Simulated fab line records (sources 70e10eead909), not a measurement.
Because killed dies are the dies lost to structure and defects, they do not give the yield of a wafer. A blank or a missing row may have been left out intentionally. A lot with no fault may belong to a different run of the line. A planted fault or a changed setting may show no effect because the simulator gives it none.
Chamber matching | flow nand harc | NHARC_A_ZERO_WELL_DESCUM_12 on rie diel-01 has 4 sister chambers
The step chemistry O2, time 3 s. 8 wafers are shown with their chamber, then 8 later ones without.

## EACH WAFER AND ITS CHAMBER
wafer  | chamber | showerhead plenum p Torr (Torr) | oes product au (a.u.)
L076.1 | 3       | 1.96                            | 0.999
L076.6 | 3       | 1.96                            | 0.998
L083.2 | 0       | 1.92                            | 1.009
L083.5 | 0       | 1.92                            | 1.015
L087.1 | 1       | 1.84                            | 1.002
L087.3 | 2       | 1.95                            | 0.998
L087.5 | 1       | 1.85                            | 0.993
L088.3 | 2       | 1.95                            | 1.018

## WAFERS MISSING THEIR CHAMBER
wafer  | showerhead plenum p Torr (Torr) | oes product au (a.u.)
L088.5 | 1.85                            | 1.012
L088.6 | 1.96                            | 1.005
L092.2 | 1.92                            | 1.012
L092.4 | 1.84                            | 1.011
L092.5 | 1.95                            | 1.003
L094.3 | 1.84                            | 1.007
L094.4 | 1.95                            | 1.002
L094.5 | 1.95                            | 0.997

## THE CHAMBER EACH PASSED THROUGH
wafer  | from the rows above     | in truth
L088.5 | 1                       | 1
L088.6 | 3                       | 3
L092.2 | 0                       | 0
L092.4 | 1                       | 1
L092.5 | 2                       | 2
L094.3 | 1                       | 1
L094.4 | 2                       | 2
L094.5 | can't be placed: 2 or 3 | 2
Placed correctly: 7 of 8. Not placeable from these rows: 1 (in 1, the candidates include the true chamber). 0 placed wrongly.
How it was worked out, from the rows above alone: a wafer's distance from a chamber is the root of the sum, over the readings, of the square of ((its reading less the chamber's mean) divided by the reading's scatter). The wafer belongs to the nearest chamber; if the next one is less than 2 further off, it can't be placed. A chamber's mean is the mean of its shown wafers. The scatter is the square root of a quotient: the sum, over the shown wafers, of each reading's squared deviation from its chamber's mean, divided by wafers minus chambers.
